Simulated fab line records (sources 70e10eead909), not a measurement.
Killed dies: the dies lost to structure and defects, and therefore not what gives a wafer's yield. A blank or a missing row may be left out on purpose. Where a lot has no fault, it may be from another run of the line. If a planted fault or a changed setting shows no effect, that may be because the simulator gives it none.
Which of the tools did it? | flow nand harc | 43 wafers from 15 lots sampled at 4 of the route's 1159 steps

== WHAT THE GAUGES READ, wafer by wafer ==
No reading from a measuring or inspecting step in the record can be judged against a usual standard deviation.

== WHICH TOOL RAN EACH LOT (tool, then ch and the chambers of the sampled wafers, then the start) ==
lot  | NHARC_A_CONTACT_ETCH_137             | NHARC_A_CONTACT_ETCH_92            | NHARC_A_CONTACT_ETCH_98            | NHARC_A_CONTACT_ALD_18
L838 | har cap etch-01 ch 0,1, day 17 21:41 | rie diel-08 ch 1,2,3, day 17 22:40 | rie diel-08 ch 0,1,2, day 17 22:48 | ald metal-03 ch 0,1, day 17 23:50
L841 | har cap etch-03 ch 1, day 19 06:34   | rie diel-13 ch 0,3, day 19 07:12   | rie diel-13 ch 2,3, day 19 07:20   | ald metal-02 ch 0,2, day 19 08:28
L843 | har cap etch-02 ch 0,1, day 19 13:14 | rie diel-13 ch 2,3, day 19 14:04   | rie diel-13 ch 2,3, day 19 14:11   | ald metal-01 ch 0,1,2, day 19 15:19
L844 | har cap etch-03 ch 0,1, day 19 14:34 | rie diel-13 ch 0,1,3, day 19 15:11 | rie diel-13 ch 0,3, day 19 15:20   | ald metal-03 ch 0,2,3, day 19 16:29
L845 | har cap etch-03 ch 0,1, day 19 16:36 | rie diel-13 ch 0,1,2, day 19 17:15 | rie diel-13 ch 0,1,2, day 19 17:23 | ald metal-02 ch 0,2,3, day 19 18:25
L846 | har cap etch-02 ch 0,1, day 19 23:56 | rie diel-08 ch 1,3, day 20 00:44   | rie diel-08 ch 0,2,3, day 20 00:53 | ald metal-02 ch 1,2, day 20 01:54
L848 | har cap etch-03 ch 0,1, day 21 06:44 | rie diel-13 ch 0,2, day 21 07:23   | rie diel-13 ch 2,3, day 21 07:31   | ald metal-01 ch 0,1,3, day 21 08:34
L849 | har cap etch-03 ch 0,1, day 21 14:31 | rie diel-13 ch 0,3, day 21 15:07   | rie diel-13 ch 1,2,3, day 21 15:16 | ald metal-02 ch 0,2, day 21 16:24
L852 | har cap etch-02 ch 0, day 21 14:52   | rie diel-13 ch 0,2, day 21 15:32   | rie diel-13 ch 0,1, day 21 15:39   | ald metal-03 ch 1,2, day 21 16:45
L855 | har cap etch-03 ch 0,1, day 21 17:35 | rie diel-13 ch 1,2, day 21 18:16   | rie diel-13 ch 2,3, day 21 18:23   | ald metal-01 ch 1,3, day 21 19:28
L851 | har cap etch-03 ch 0,1, day 22 03:43 | rie diel-08 ch 0,1, day 22 04:22   | rie diel-08 ch 1,2,3, day 22 04:29 | ald metal-02 ch 1,2,3, day 22 05:33
L856 | har cap etch-03 ch 0,1, day 22 14:19 | rie diel-13 ch 1,2,3, day 22 15:04 | rie diel-13 ch 0,2,3, day 22 15:11 | ald metal-02 ch 0,2,3, day 22 16:21
L859 | har cap etch-02 ch 0,1, day 22 20:31 | rie diel-11 ch 0,1,2, day 22 21:11 | rie diel-11 ch 0,2,3, day 22 21:17 | ald metal-02 ch 1,3, day 22 22:44
L850 | har cap etch-01 ch 0,1, day 23 03:23 | rie diel-11 ch 0,2, day 23 04:02   | rie diel-11 ch 0,1, day 23 04:10   | ald metal-02 ch 0,1, day 23 05:25
L860 | har cap etch-02 ch 0,1, day 23 12:14 | rie diel-08 ch 0,1,3, day 23 12:53 | rie diel-08 ch 0,1,3, day 23 13:01 | ald metal-01 ch 1,2,3, day 23 14:15
- NHARC_A_CONTACT_ETCH_137: etches the open film in C4F8/O2/Ar, time 132 s, target depth 1287 nm.
- NHARC_A_CONTACT_ETCH_92: etches the open film in CH3F/O2, target depth 40 nm, time 85.7 s.
- NHARC_A_CONTACT_ETCH_98: etches the open film in C4F6/O2, target depth 20 nm, time 10 s.
- NHARC_A_CONTACT_ALD_18: deposits TiN, target thk 3 nm, pulse time 1 s, ald cycles 150.

== WHAT THE TOOLS THEMSELVES READ (means of the sampled wafers that have a number; where no wafer has one, the mark that the record gives instead) ==
NHARC_A_CONTACT_ETCH_137. Usual: chamber pressure mTorr 20.000 mTorr, standard deviation 0.021.
lot  | tool            | chamber pressure mTorr (mTorr) | flag
L838 | har cap etch-01 | 19.994                         |
L841 | har cap etch-03 | 20.006                         |
L843 | har cap etch-02 | 19.982                         |
L844 | har cap etch-03 | 19.988                         |
L845 | har cap etch-03 | 19.993                         |
L846 | har cap etch-02 | 19.993                         |
L848 | har cap etch-03 | 20.015                         |
L849 | har cap etch-03 | 20.014                         |
L852 | har cap etch-02 | 20.012                         |
L855 | har cap etch-03 | 19.980                         |
L851 | har cap etch-03 | 20.013                         |
L856 | har cap etch-03 | 19.994                         |
L859 | har cap etch-02 | 19.984                         |
L850 | har cap etch-01 | 19.996                         |
L860 | har cap etch-02 | 20.060                         |

NHARC_A_CONTACT_ETCH_92. Usual: chamber pressure mTorr 25.003 mTorr, standard deviation 0.022; drypump motor current A 5.6 A, standard deviation 0.48; o2 flow sccm 30.01 sccm, standard deviation 0.1; oes product au 0.937 a.u., standard deviation 0.026; rf vpp V 244.6 V, standard deviation 1.9; showerhead plenum p Torr 2.47 Torr, standard deviation 0.12; throttle valve pct 20.662 %, standard deviation 0.0094.
lot  | tool        | chamber pressure mTorr (mTorr) | drypump motor current A (A) | o2 flow sccm (sccm) | oes product au (a.u.) | rf vpp V (V) | showerhead plenum p Torr (Torr) | throttle valve pct (%) | flag
L838 | rie diel-08 | 24.992                         | 5.1                         | 30.03               | 0.924                 | 245.4        | 2.48                            | 20.666                 |
L841 | rie diel-13 | 24.984                         | 5.3                         | 30.06               | 0.921                 | 244.4        | 2.40                            | 20.655                 |
L843 | rie diel-13 | 25.005                         | 6.0                         | 30.02               | 0.930                 | 242.3        | 2.36                            | 20.664                 |
L844 | rie diel-13 | 25.007                         | 5.6                         | 29.94               | 0.926                 | 244.3        | 2.45                            | 20.665                 |
L845 | rie diel-13 | 25.009                         | 5.8                         | 29.99               | 0.924                 | 243.4        | 2.36                            | 20.655                 |
L846 | rie diel-08 | 25.000                         | 5.2                         | 30.03               | 0.929                 | 243.1        | 2.40                            | 20.662                 |
L848 | rie diel-13 | 25.018                         | 5.8                         | 30.15               | 0.934                 | 244.8        | 2.55                            | 20.663                 |
L849 | rie diel-13 | 25.027                         | 5.4                         | 29.90               | 0.950                 | 244.8        | 2.48                            | 20.666                 |
L852 | rie diel-13 | 24.983                         | 5.7                         | 29.95               | 0.941                 | 245.6        | 2.50                            | 20.654                 |
L855 | rie diel-13 | 25.026                         | 6.2                         | 29.92               | 0.935                 | 246.2        | 2.57                            | 20.659                 |
L851 | rie diel-08 | 24.997                         | 5.6                         | 29.96               | 1.008                 | 246.5        | 2.59                            | 20.661                 |
L856 | rie diel-13 | 24.999                         | 5.9                         | 29.95               | 0.928                 | 245.6        | 2.56                            | 20.652                 |
L859 | rie diel-11 | 25.001                         | 6.1                         | 30.01               | 0.920                 | 243.0        | 2.35                            | 20.662                 |
L850 | rie diel-11 | 24.986                         | 6.0                         | 29.90               | 0.922                 | 242.1        | 2.36                            | 20.661                 |
L860 | rie diel-08 | 25.000                         | 5.4                         | 29.99               | 0.918                 | 244.7        | 2.49                            | 20.663                 |

NHARC_A_CONTACT_ETCH_98. Usual: chamber pressure mTorr 30.000 mTorr, standard deviation 0.027; drypump motor current A 5.6 A, standard deviation 0.47; o2 flow sccm 20.01 sccm, standard deviation 0.063; oes product au 0.957 a.u., standard deviation 0.02; rf vpp V 547 V, standard deviation 3.9; showerhead plenum p Torr 3.95 Torr, standard deviation 0.19; throttle valve pct 26.903 %, standard deviation 0.0088.
lot  | tool        | chamber pressure mTorr (mTorr) | drypump motor current A (A) | o2 flow sccm (sccm) | oes product au (a.u.) | rf vpp V (V) | showerhead plenum p Torr (Torr) | throttle valve pct (%) | flag
L838 | rie diel-08 | 30.009                         | 5.4                         | 20.03               | 0.962                 | 551          | 4.10                            | 26.900                 |
L841 | rie diel-13 | 30.016                         | 5.8                         | 19.97               | 0.951                 | 547          | 3.92                            | 26.896                 |
L843 | rie diel-13 | 29.988                         | 6.0                         | 20.04               | 0.943                 | 544          | 3.78                            | 26.901                 |
L844 | rie diel-13 | 29.990                         | 5.3                         | 20.00               | 0.937                 | 545          | 3.84                            | 26.905                 |
L845 | rie diel-13 | 29.993                         | 5.8                         | 19.99               | 0.958                 | 543          | 3.78                            | 26.900                 |
L846 | rie diel-08 | 29.976                         | 5.2                         | 20.02               | 0.947                 | 548          | 4.01                            | 26.905                 |
L848 | rie diel-13 | 29.990                         | 6.0                         | 20.04               | 0.956                 | 553          | 4.16                            | 26.900                 |
L849 | rie diel-13 | 30.002                         | 5.9                         | 20.03               | 0.958                 | 550          | 4.08                            | 26.905                 |
L852 | rie diel-13 | 30.010                         | 5.5                         | 20.00               | 0.859                 | 546          | 3.84                            | 26.895                 | OFF
L855 | rie diel-13 | 30.003                         | 5.9                         | 19.96               | 0.859                 | 552          | 4.13                            | 26.902                 | OFF
L851 | rie diel-08 | 30.020                         | 5.1                         | 20.04               | 1.001                 | 547          | 3.94                            | 26.901                 |
L856 | rie diel-13 | 30.030                         | 5.6                         | 20.02               | 0.889                 | 548          | 4.00                            | 26.905                 | OFF
L859 | rie diel-11 | 29.987                         | 5.6                         | 20.06               | 0.967                 | 543          | 3.72                            | 26.908                 |
L850 | rie diel-11 | 30.008                         | 6.2                         | 20.02               | 0.942                 | 543          | 3.75                            | 26.901                 |
L860 | rie diel-08 | 29.995                         | 5.4                         | 19.98               | 0.944                 | 548          | 3.96                            | 26.909                 |

NHARC_A_CONTACT_ALD_18. Usual: heater power outer w 698 W, standard deviation 130; heater power w 1078 W, standard deviation 160; precursor pulse height rel 1.000, standard deviation 0.02.
lot  | tool         | heater power outer w (W) | heater power w (W) | precursor pulse height rel | flag
L838 | ald metal-03 | 694                      | 1132               | 0.993                      |
L841 | ald metal-02 | 608                      | 946                | 0.992                      |
L843 | ald metal-01 | 675                      | 1060               | 1.013                      |
L844 | ald metal-03 | 765                      | 1130               | 0.999                      |
L845 | ald metal-02 | 624                      | 970                | 1.002                      |
L846 | ald metal-02 | 611                      | 951                | 0.993                      |
L848 | ald metal-01 | 773                      | 1188               | 0.985                      |
L849 | ald metal-02 | 613                      | 956                | 1.005                      |
L852 | ald metal-03 | 832                      | 1282               | 0.981                      |
L855 | ald metal-01 | 861                      | 1281               | 1.003                      |
L851 | ald metal-02 | 623                      | 948                | 1.014                      |
L856 | ald metal-02 | 636                      | 976                | 1.008                      |
L859 | ald metal-02 | 592                      | 962                | 0.994                      |
L850 | ald metal-02 | 581                      | 955                | 1.003                      |
L860 | ald metal-01 | 761                      | 1137               | 1.022                      |

== THE ANSWER, worked out from the rows above alone ==
Rule: take the mean of a lot's wafers that have a number; if it is more than 3 standard deviations from the usual mean, the lot is off. A lot without any number at a reading at which 4 lots or more have one is off too. Where the step has rows for the other lots, those lots are counted as sound. After the gauges, taken in route order, come the tools' own readings; for these a lot's mean is taken, as printed above. At the first step where some lot is off, the reading lying furthest off is the one used; lots without a number count as furthest.
Off: L852, L855, L856 (NHARC_A_CONTACT_ETCH_98, oes product au).
If a tool, at that step or one of the process steps before it, ran each lot that is off and ran no sound lot following the first of them, it fits. One fits: rie diel-13 at NHARC_A_CONTACT_ETCH_92 and NHARC_A_CONTACT_ETCH_98. At NHARC_A_CONTACT_ETCH_92 its last sound lot is L849 (day 21 15:07), its first lot that is off L852 (day 21 15:32): a fault that began between those two fits.

== WHAT THE SIMULATOR HAD INSERTED ==
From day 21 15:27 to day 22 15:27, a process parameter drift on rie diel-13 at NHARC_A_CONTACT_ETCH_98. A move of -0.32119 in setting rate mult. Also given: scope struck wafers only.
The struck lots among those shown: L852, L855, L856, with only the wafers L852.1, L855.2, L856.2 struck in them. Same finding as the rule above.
